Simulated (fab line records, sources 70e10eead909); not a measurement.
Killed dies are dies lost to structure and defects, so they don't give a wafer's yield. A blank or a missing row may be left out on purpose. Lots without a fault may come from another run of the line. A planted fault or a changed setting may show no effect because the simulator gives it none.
Which tool did it? | flow nand_harc | 12 lots, 36 wafers sampled, at 6 steps of a route of 1302

WHAT THE GAUGES READ, wafer by wafer
NHARC_A_SLIT_OVL_MEAS_10.
lot  | measured     | on         | overlay_x_nm (nm)
L076 | day 20 10:19 | overlay-02 | -0.8 -0.6 -0.4
L077 | day 20 17:47 | overlay-01 | -0.3 -0.9 -0.5
L080 | day 22 01:28 | overlay-02 | 1.1 0.8 0.1
L081 | day 22 15:29 | overlay-01 | 1.5 1.6 1.5
L083 | day 24 06:53 | overlay-01 | 0.7 0.4 1.1
L085 | day 24 07:03 | overlay-02 | -0.6 -0.8 0.0
L087 | day 24 23:34 | overlay-01 | -0.5 -0.5 -0.8
L091 | day 26 09:34 | overlay-02 | 1.1 2.0 1.0
L090 | day 27 00:53 | overlay-01 | 0.7 1.1 1.0
L093 | day 27 16:53 | overlay-02 | -0.3 -0.6 -0.3
L096 | day 28 20:44 | overlay-02 | 0.2 0.6 0.6
L097 | day 29 11:08 | overlay-02 | 0.4 0.7 0.9

WHICH TOOL RAN EACH LOT (tool, then ch and the chambers of the sampled wafers, then the start)
lot  | NHARC_A_STAIRCASE_DEP_301       | NHARC_A_STAIRCASE_DEP_471       | NHARC_A_STAIRCASE_CMP_472     | NHARC_A_SGD_CUT_ETCH_15                       | NHARC_A_SGD_CUT_ETCHBACK_24
L076 | pecvd-01 ch 0,1, day 17 21:29   | pecvd-02 ch 0,2, day 19 20:20   | cmp-02 ch 0,3, day 19 20:34   | rie_diel-09 ch 0,1, day 20 04:07 or earlier   | rie_diel-09 ch 1,2,3, day 20 04:07
L077 | pecvd-01 ch 0,1,2, day 18 01:14 | pecvd-02 ch 0,2, day 20 01:13   | cmp-02 ch 0,1, day 20 01:30   | rie_diel-13 ch 0,1, day 20 12:43 or earlier   | rie_diel-09 ch 0,3, day 20 12:43
L080 | pecvd-02 ch 0,2, day 19 04:53   | pecvd-01 ch 0,1,2, day 21 08:01 | cmp-01 ch 0,2, day 21 08:17   | rie_diel-13 ch 0,1,3, day 21 15:24 or earlier | rie_diel-13 ch 0,1,2, day 21 15:24
L081 | pecvd-01 ch 0,1,2, day 20 00:30 | pecvd-02 ch 0,1,2, day 22 01:55 | cmp-02 ch 1,2, day 22 02:09   | rie_diel-13 ch 0,1,3, day 22 10:15 or earlier | rie_diel-05 ch 0,1,3, day 22 10:15
L083 | pecvd-03 ch 0,1,2, day 21 14:09 | pecvd-03 ch 0,1,2, day 23 17:04 | cmp-01 ch 0,1,3, day 23 17:20 | rie_diel-05 ch 0,1,2, day 24 00:54 or earlier | rie_diel-09 ch 0,2,3, day 24 00:54
L085 | pecvd-02 ch 0,1,2, day 21 21:04 | pecvd-01 ch 0,1, day 23 17:10   | cmp-02 ch 0,1,3, day 23 17:29 | rie_diel-13 ch 0,2,3, day 24 00:55 or earlier | rie_diel-05 ch 1,2,3, day 24 00:55
L087 | pecvd-01 ch 0,1, day 22 12:08   | pecvd-01 ch 0,1,2, day 24 09:56 | cmp-02 ch 1,3, day 24 10:11   | rie_diel-13 ch 1,3, day 24 18:06 or earlier   | rie_diel-05 ch 0,1, day 24 18:06
L091 | pecvd-03 ch 0,1, day 23 09:44   | pecvd-01 ch 1,2, day 25 18:43   | cmp-01 ch 0,3, day 25 18:58   | rie_diel-13 ch 2,3, day 26 03:14 or earlier   | rie_diel-13 ch 2,3, day 26 03:14
L090 | pecvd-01 ch 0,1, day 24 02:16   | pecvd-03 ch 0,2, day 26 05:47   | cmp-01 ch 2,3, day 26 06:07   | rie_diel-13 ch 0,2,3, day 26 13:40 or earlier | rie_diel-09 ch 0,2,3, day 26 13:40
L093 | pecvd-01 ch 0,1,2, day 24 22:35 | pecvd-02 ch 0,1,2, day 27 02:45 | cmp-01 ch 0,1,2, day 27 03:01 | rie_diel-13 ch 0,1,3, day 27 10:58 or earlier | rie_diel-13 ch 0,2,3, day 27 10:58
L096 | pecvd-03 ch 0,1, day 25 21:49   | pecvd-03 ch 0,1, day 28 02:26   | cmp-01 ch 1,2,3, day 28 02:46 | rie_diel-13 ch 0,2, day 28 12:38 or earlier   | rie_diel-09 ch 2,3, day 28 12:38
L097 | pecvd-02 ch 0,1, day 26 18:12   | pecvd-01 ch 0,2, day 28 16:58   | cmp-02 ch 0,1,3, day 28 17:14 | rie_diel-05 ch 1,3, day 29 03:40 or earlier   | rie_diel-05 ch 0,1,2, day 29 03:40
- NHARC_A_STAIRCASE_DEP_301: deposits SiON, target thk 30 nm.
- NHARC_A_STAIRCASE_DEP_471: deposits SiO2, target thk 100 nm.
- NHARC_A_STAIRCASE_CMP_472: polishes SiO2.
- NHARC_A_SGD_CUT_ETCH_15: etches the open film in CH3F/O2, target depth 75 nm, time 64.3 s.
- NHARC_A_SGD_CUT_ETCHBACK_24: etches the open film in CH3F/O2, target depth 50 nm, time 92.857 s.

THE ANSWER, worked out from the rows above alone
Rule: what is usual is taken from the lots themselves. Put in order of their means at a reading, lots are off if they are a third of the lots or fewer, leave a main group of 4 or more, and stand apart from it by a gap of 3 or more times the standard deviation of the main group's means; of several such gaps the widest counts. A main group whose means are all the same, to the digits that the tables above print for the reading, isn't used. A lot without any number at a reading at which 4 lots or more have one is off too. The other lots that the step has rows for count as sound.
No lot is off at any reading shown: from this, nothing can be told.

WHAT THE SIMULATOR HAD PUT IN
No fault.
